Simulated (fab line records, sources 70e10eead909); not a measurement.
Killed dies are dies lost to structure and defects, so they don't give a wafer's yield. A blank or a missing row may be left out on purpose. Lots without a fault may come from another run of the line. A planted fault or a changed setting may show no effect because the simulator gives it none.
fab line records | flow nand_harc
record lots=12 wafers=36 last_day=34
route steps=1302 shown A_M0@1168 A_M1@1190 END@1302
lots that met no fault: from a run of the same line without faults
start_h: hours from the record's first day to the start of the lot's first wafer shown | wait_h: hours since the lot's step before | " the same as in the row above | L1.1+2: a row that stands for several wafers | - no value, or no start given | * or withheld: withheld | < > ~ a bound
route shown NAME@n: a module of which the file shows steps, and the number in the route of the first | usual: mean/standard deviation of fault-free wafers | same: alike in all rows | chamber/n: place in a boat | sites: the reading at each site | _std_site: their standard deviation | _edge_site: outer sites' mean less inner sites' | radius_mm: how far each site lies from the wafer's centre | mask NAME#n: copy n | behind: the tool/chamber that last shaped the wafer | hold: why the lot was held/for how many hours/how that ended | device: the transistor (n, p or np) that didn't switch | end of line: the same wafers' tests at the end of the route | a step without rows: its recipe alone | killed: dies lost to structure and defects at the first sort, not the wafer's yield | map: a wafer's dies, x killed, . not, _ none there
set.NAME: the setting as run; set.NAME@STEP: as run at that earlier step | model.NAME: the simulator's own value behind a step, which no gauge read
steps of the route over a sample of lots; a table a step, a row a wafer
services: from which hour (start_h, from the record's first day; less than 0 if before it) a tool's chamber was out of use, for how many hours, and why
## steps
# step NHARC_A_M0_DEP_32
# recipe target_thk_a=300 temp_c=370 target_thk_nm=30 pressure_torr=3 flow_sccm=200 rf_w=450 material=SiCN
# usual heater_power_w=591/67 susceptor_temp_C=370.01/0.19
# columns lot.wafer tool chamber start_h wait_h heater_power_w susceptor_temp_C
L634.3 pecvd-02 1 535.23 0.1 574 370.33
L634.2 " 2 " " 625 370.04
L634.6 " 2 " " 617 370.18
L636.1 pecvd-04 1 558.79 0.1 514 370.03
L636.3 " 1 " " 507 369.94
L636.5 " 2 " " 542 369.90
L640.2 pecvd-03 2 569.60 0.1 610 370.09
L640.1 " 0 " " 593 369.99
L640.6 " 2 " " 594 370.21
L639.1 pecvd-02 0 602.72 0.1 527 369.90
L639.5 " 0 " " 547 369.79
L639.6 " 1 " " 683 369.67
L645.1 pecvd-04 2 646.64 0.1 574 370.13
L645.3 " 0 " " 662 369.87
L645.2 " 1 " " 585 370.06
L647.2 pecvd-02 1 661.98 0.1 584 369.97
L647.6 " 1 " " 581 370.12
L647.5 " 0 " " 456 369.95
L651.2 pecvd-03 2 688.12 0.1 612 369.92
L651.5 " 0 " " 559 369.94
L651.6 " 1 " " 654 370.21
L652.1 pecvd-02 0 690.15 0.1 531 369.77
L652.5 " 2 " " 573 370.03
L652.6 " 1 " " 609 370.12
L650.3 pecvd-02 0 691.87 0.1 545 369.86
L650.6 " 1 " " 693 370.15
L650.4 " 2 " " 576 369.81
L656.3 pecvd-02 1 741.74 0.1 675 369.95
L656.5 " 0 " " 499 369.89
L656.4 " 2 " " 598 369.90
L655.2 pecvd-04 2 750.43 0.1 483 370.28
L655.3 " 0 " " 708 370.12
L655.1 " 1 " " 502 369.73
L657.1 pecvd-04 2 768.64 0.1 555 370.24
L657.5 " 0 " " 719 370.12
L657.6 " 2 " " 567 370.05
# step NHARC_A_M1_PRE_CLEAN_30
# recipe time_s=30 temp_c=280 gas=H2/He
# usual heater_power_w=400/39 susceptor_temp_C=280.00/0.18
# same time_s=30
# columns lot.wafer tool chamber start_h wait_h heater_power_w susceptor_temp_C
L634.2 pvd_sputter-03 - - - 444 280.13
L634.3 " - " " 419 280.10
L634.6 " - " " 430 280.30
L636.3 pvd_sputter-01 - - - 382 279.72
L636.1 " - " " 454 279.95
L636.5 " - " " 335 280.18
L640.1 pvd_sputter-01 - - - 379 280.30
L640.2 " - " " 450 280.10
L640.6 " - " " 387 280.09
L639.1 pvd_sputter-01 - - - 480 280.06
L639.6 " - " " 365 279.92
L639.5 " - " " 346 279.68
L645.3 pvd_sputter-01 - - - 364 279.70
L645.1 " - " " 351 279.98
L645.2 " - " " 335 279.73
L647.2 pvd_sputter-01 - - - 345 279.71
L647.5 " - " " 338 280.13
L647.6 " - " " 362 279.90
L651.2 pvd_sputter-02 - - - 408 279.68
L651.5 " - " " 420 279.95
L651.6 " - " " 410 280.03
L652.1 pvd_sputter-03 - - - 417 279.79
L652.5 " - " " 438 280.05
L652.6 " - " " 390 279.97
L650.3 pvd_sputter-03 - - - 427 -
L650.4 " - " " 444 -
L650.6 " - " " 423 -
L656.3 pvd_sputter-01 - - - 357 279.81
L656.4 " - " " 495 279.98
L656.5 " - " " 326 280.16
L655.2 pvd_sputter-02 - - - 410 280.42
L655.3 " - " " 413 280.20
L655.1 " - " " 383 280.12
L657.1 pvd_sputter-02 - - - 384 280.08
L657.6 " - " " 379 280.05
L657.5 " - " " 447 279.76
# step NHARC_A_M1_ECD_22
# recipe target_thk_a=4000 bath_temp_c=25 material=Cu
# usual bath_heat_duty_pct=6.1/0.8
# columns lot.wafer tool chamber start_h wait_h bath_heat_duty_pct
L634.2 ecd_cu-01 0 538.06 - 5.1
L634.3 " 0 " " 5.2
L634.6 " 0 " " 5.2
L636.1 ecd_cu-01 1 561.69 - 6.4
L636.3 " 0 " " 5.2
L636.5 " 0 " " 4.9
L640.1 ecd_cu-02 0 572.39 - 5.3
L640.2 " 1 " " 6.6
L640.6 " 1 " " 6.8
L639.1 ecd_cu-01 1 605.64 - 6.7
L639.5 " 0 " " 5.9
L639.6 " 1 " " 6.5
L645.1 ecd_cu-01 1 649.47 - 5.9
L645.2 " 0 " " 5.6
L645.3 " 0 " " 5.6
L647.2 ecd_cu-01 1 664.80 - 6.8
L647.6 " 1 " " 5.2
L647.5 " 0 " " 5.4
L651.2 ecd_cu-02 1 690.78 - 7.4
L651.6 " 1 " " 5.8
L651.5 " 0 " " 5.3
L652.1 ecd_cu-02 1 694.57 - 8.7
L652.6 " 0 " " 6.3
L652.5 " 1 " " 7.0
L650.3 ecd_cu-02 0 694.92 - 6.2
L650.4 " 1 " " 7.6
L650.6 " 0 " " 7.0
L656.4 ecd_cu-01 0 744.61 - 4.5
L656.3 " 1 " " 6.9
L656.5 " 1 " " 6.9
L655.2 ecd_cu-02 1 753.26 - 6.6
L655.1 " 0 " " 6.9
L655.3 " 0 " " 6.6
L657.1 ecd_cu-01 1 771.35 - 6.4
L657.5 " 0 " " 4.9
L657.6 " 1 " " 6.3
# step NHARC_A_M1_CMP_23
# recipe t_overpolish_s=20 target_thk_nm=154.34
# usual motor_current_A=12.3/1.8 time_to_endpoint_s=29.3/2.6
# columns lot.wafer tool chamber start_h wait_h motor_current_A time_to_endpoint_s
L634.2 cmp-03 3 538.74 - 13.3 28.7
L634.3 " 2 " " 14.4 32.2
L634.6 " 0 " " 10.7 31.7
L636.3 cmp-04 2 562.40 - 9.8 30.6
L636.1 " 1 " " 9.9 25.6
L636.5 " 2 " " 9.9 28.6
L640.1 cmp-04 2 573.10 - 10.1 32.6
L640.2 " 1 " " 10.6 25.9
L640.6 " 3 " " 15.5 27.2
L639.1 cmp-03 0 606.37 - 11.0 31.7
L639.6 " 2 " " 14.6 26.4
L639.5 " 3 " " 14.0 28.2
L645.3 cmp-03 3 650.19 - 13.6 41.3
L645.2 " 1 " " 11.2 40.9
L645.1 " 2 " " 14.4 25.4
L647.2 cmp-03 2 665.57 - 14.4 30.0
L647.5 " 0 " " 10.5 47.1
L647.6 " 1 " " 11.3 28.5
L651.2 cmp-03 1 691.57 - 11.8 31.1
L651.6 " 3 " " 13.8 29.9
L651.5 " 0 " " 10.7 29.8
L652.1 cmp-03 2 695.30 - 14.0 29.5
L652.5 " 0 " " 11.5 27.9
L652.6 " 1 " " 11.1 28.8
L650.4 cmp-04 0 695.58 - 13.2 29.8
L650.3 " 1 " " 9.8 29.2
L650.6 " 0 " " 12.4 29.7
L656.3 cmp-03 1 745.24 - 11.5 29.8
L656.4 " 2 " " 13.9 29.7
L656.5 " 1 " " 11.6 28.5
L655.2 cmp-04 0 754.03 - 13.3 32.9
L655.1 " 1 " " 10.4 26.1
L655.3 " 2 " " 9.8 32.4
L657.1 cmp-03 3 772.10 - 13.6 27.5
L657.5 " 0 " " 10.8 29.7
L657.6 " 1 " " 11.4 30.7
# step NHARC_A_M1_DEP_33
# recipe target_thk_a=300 temp_c=370 target_thk_nm=30 pressure_torr=3 flow_sccm=200 rf_w=450 material=SiCN
# usual heater_power_w=592/53 susceptor_temp_C=369.99/0.21
# columns lot.wafer tool chamber start_h wait_h heater_power_w susceptor_temp_C
L634.2 pecvd-03 2 539.39 0.1 585 370.21
L634.3 " 0 " " 567 370.22
L634.6 " 0 " " 573 370.19
L636.1 pecvd-02 2 563.02 0.1 616 370.07
L636.3 " 0 " " 474 369.85
L636.5 " 2 " " 623 370.03
L640.1 pecvd-03 1 573.76 0.1 631 370.07
L640.2 " 2 " " 599 370.56
L640.6 " 1 " " 634 370.02
L639.1 pecvd-02 2 606.94 0.1 617 369.81
L639.5 " 0 " " 538 369.66
L639.6 " 1 " " 613 370.08
L645.2 pecvd-02 2 650.81 0.1 597 369.95
L645.3 " 0 " " 518 369.64
L645.1 " 1 " " 599 369.92
L647.2 pecvd-03 0 666.20 0.1 531 370.03
L647.6 " 0 " " 526 369.86
L647.5 " 1 " " 600 369.95
L651.2 pecvd-04 2 692.25 0.1 557 369.98
L651.6 " 0 " " 624 370.01
L651.5 " 1 " " 574 370.13
L652.1 pecvd-03 1 695.86 0.1 658 369.97
L652.6 " 2 " " 653 369.95
L652.5 " 0 " " 640 369.75
L650.3 pecvd-04 1 696.25 0.1 570 369.90
L650.6 " 0 " " 703 370.41
L650.4 " 1 " " 558 369.98
L656.3 pecvd-04 0 745.86 0.1 671 370.23
L656.5 " 1 " " 582 369.77
L656.4 " 2 " " 567 369.70
L655.3 pecvd-02 0 754.65 0.1 545 370.01
L655.2 " 1 " " 568 369.97
L655.1 " 2 " " 582 369.73
L657.1 pecvd-04 1 772.64 0.1 560 369.69
L657.6 " 1 " " 563 369.80
L657.5 " 0 " " 667 369.99
# step NHARC_END_SORT_01
# recipe temp_c=25
# usual defect_limited_yield=91.3/2.8 killed_at_array=54/18 killed_at_other=0.7/0.87 killed_at_periphery=3.7/2.5 killed_dies=59/19 killed_open=3.3/2 killed_short=2.6/1.6 sort_bin_2_pct=3.1/1.2 sort_bin_3_pct=0.6/0.35 sort_bin_4_pct=5.0/1.6 sort_n_pass=618/19 sort_rim_yield_pct=92/4.4 sort_yield_pct=91.3/2.8
# same gross_dies=677 sort_bin_5_pct[%]=0 sort_bin_6_pct[%]=0 sort_bin_7_pct[%]=0 sort_bin_8_pct[%]=0 sort_rim_n_gross=106.00
# columns lot.wafer tool chamber start_h wait_h defect_limited_yield[%] killed_at_array killed_at_other killed_at_periphery killed_dies killed_open killed_short sort_bin_2_pct[%] sort_bin_3_pct[%] sort_bin_4_pct[%] sort_n_pass sort_rim_yield_pct[%] sort_yield_pct[%]
L645.1 prober-02 0 689.86 4.4 96.2 23 1 2 26 4 4 1.6 0 2.2 651 96 96.2
L645.2 prober-02 0 690.68 4.8 96.8 20 0 2 22 3 4 0.7 0.1 2.4 655 94 96.8
L645.3 prober-02 0 691.50 5.1 96.5 22 1 1 24 3 1 0.6 0.3 2.7 653 94 96.5
L652.1 prober-02 0 733.44 2.5 88.6 72 1 4 77 4 4 4.6 0.7 6.1 600 88 88.6
L652.5 prober-02 0 736.67 3.7 90.3 62 0 4 66 1 3 3.2 0.3 6.2 611 91 90.3
L652.6 prober-02 0 737.48 4.0 90.1 66 0 1 67 3 3 4.0 0.7 5.2 610 93 90.1
L656.3 prober-01 0 780.81 3.1 94.8 32 0 3 35 4 6 2.2 0.6 2.4 642 94 94.8
L656.4 prober-01 0 781.60 3.4 96.2 22 0 4 26 2 2 0.9 0.4 2.5 651 99 96.2
L656.5 prober-01 0 782.39 3.7 95.6 30 0 0 30 2 2 1.0 0.1 3.2 647 96 95.6
# killed by level:class
L645.1 A_CHANNEL_HOLE_D1:chamber_film_flake=5 A_SLIT:chamber_film_flake=4 A_CONTACT:chamber_film_flake=4 A_CHANNEL_FILL_D1:geometric_particle:short=2 A_DECK1_JOINT:chamber_film_flake=2 P_CONTACT:geometric_particle:open=1 A_SOURCE_PLATE:geometric_particle:open=1 A_ONON_D1:geometric_particle:short=1
L645.2 A_CHANNEL_HOLE_D1:chamber_film_flake=3 A_CONTACT:chamber_film_flake=3 A_ONON_D2:geometric_particle:open=2 A_CHANNEL_FILL_D2:geometric_particle:short=2 A_DECK1_JOINT:chamber_film_flake=2 A_CHANNEL_FILL_D2:chamber_film_flake=2 A_SLIT:chamber_film_flake=2 P_GATE:geometric_particle:short=1
L645.3 A_CHANNEL_HOLE_D1:chamber_film_flake=6 A_CONTACT:chamber_film_flake=5 A_SLIT:chamber_film_flake=3 A_CHANNEL_FILL_D2:chamber_film_flake=2 A_DECK1_JOINT:geometric_particle:open=1 A_ONON_D2:geometric_particle:open=1 A_SGD_CUT:geometric_particle:short=1 A_CONTACT:geometric_particle:open=1
L652.1 A_CHANNEL_HOLE_D2:chamber_film_flake=25 A_SLIT:chamber_film_flake=24 A_CHANNEL_HOLE_D1:chamber_film_flake=8 A_WL_FILL:chamber_film_flake=4 A_M0:geometric_particle:open=2 A_CONTACT:chamber_film_flake=2 A_DECK1_JOINT:geometric_particle:short=1 A_ONON_D2:geometric_particle:open=1
L652.5 A_SLIT:chamber_film_flake=25 A_CHANNEL_HOLE_D2:chamber_film_flake=13 A_CHANNEL_HOLE_D1:chamber_film_flake=10 A_CONTACT:chamber_film_flake=6 A_WL_FILL:chamber_film_flake=3 A_STAIRCASE:chamber_film_flake=2 P_BONDPAD:geometric_particle:short=1 A_ONON_D2:geometric_particle:short=1
L652.6 A_SLIT:chamber_film_flake=29 A_CHANNEL_HOLE_D2:chamber_film_flake=16 A_CHANNEL_HOLE_D1:chamber_film_flake=10 A_CONTACT:chamber_film_flake=4 A_CHANNEL_FILL_D2:chamber_film_flake=2 P_M0:geometric_particle:open=1 A_ONON_D1:geometric_particle:short=1 A_CHANNEL_HOLE_D1:geometric_particle:short=1
L656.3 A_CONTACT:chamber_film_flake=12 A_SLIT:chamber_film_flake=6 A_STAIRCASE:chamber_film_flake=3 P_CONTACT:geometric_particle:short=2 A_DECK1_JOINT:geometric_particle:short=2 A_WL_FILL:chamber_film_flake=2 P_M0:geometric_particle:open=1 A_ONON_D1:geometric_particle:short=1
L656.4 A_CONTACT:chamber_film_flake=11 A_SLIT:chamber_film_flake=6 P_GATE:chamber_film_flake=2 P_STI:geometric_particle:open=1 P_M0:geometric_particle:short=1 A_CONTACT:geometric_particle:open=1 A_M1:geometric_particle:short=1 A_CHANNEL_HOLE_D1:chamber_film_flake=1
L656.5 A_CONTACT:chamber_film_flake=9 A_SLIT:chamber_film_flake=6 A_CHANNEL_HOLE_D1:chamber_film_flake=3 A_STAIRCASE:chamber_film_flake=3 A_CHANNEL_FILL_D1:geometric_particle:short=1 A_DECK1_JOINT:geometric_particle:open=1 A_ONON_D2:geometric_particle:open=1 A_CONTACT:geometric_particle:short=1
## services
# columns tool chamber start_h hours kind
ecd_cu-01 - 512.05 8.0 pm
ecd_cu-01 - 520.70 2.3 repair
cmp-03 - 535.72 2.7 repair
pecvd-03 - 547.00 13.0 pm
cmp-03 - 554.16 4.0 pm
pecvd-04 0 554.86 5.8 repair
pecvd-02 2 565.82 2.4 repair
pecvd-04 - 573.26 0.7 repair
cmp-03 - 579.36 4.1 repair
pvd_sputter-01 - 582.00 10.0 pm
pecvd-02 - 589.00 13.0 pm
pvd_sputter-01 - 592.06 4.8 repair
pecvd-04 - 631.08 13.0 pm
cmp-03 - 647.12 0.5 repair
cmp-03 - 652.16 4.0 pm
pecvd-04 0 674.02 8.6 repair
ecd_cu-01 - 688.05 8.0 pm
pecvd-02 - 702.27 1.0 repair
pecvd-03 - 728.00 13.0 pm
cmp-03 - 750.29 4.0 pm
cmp-03 - 756.65 2.6 repair
cmp-03 - 759.38 2.2 repair
pvd_sputter-01 - 760.00 10.0 pm
pecvd-02 - 770.00 13.0 pm
## key
first_sign step=NHARC_A_M1_CMP_23 reading=time_to_endpoint_s direction=up sigmas=5.2 usual=* struck=*
effect none on later readings
met_at NHARC_A_M1_ECD_22
struck_lots L645,L647
struck_wafers L645.2,L645.3,L647.5
not_acting_at NHARC_A_M0_DEP_32,NHARC_A_M1_PRE_CLEAN_30,NHARC_A_M1_DEP_33
onset_between 605.64 649.47
fault kind=process_parameter_drift tool=ecd_cu-01 chamber=0 onset_h=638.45 steps=NHARC_A_M1_ECD_22 channel=target_thk_a offset=* shape=step end_h=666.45 acts_in=* stated=*
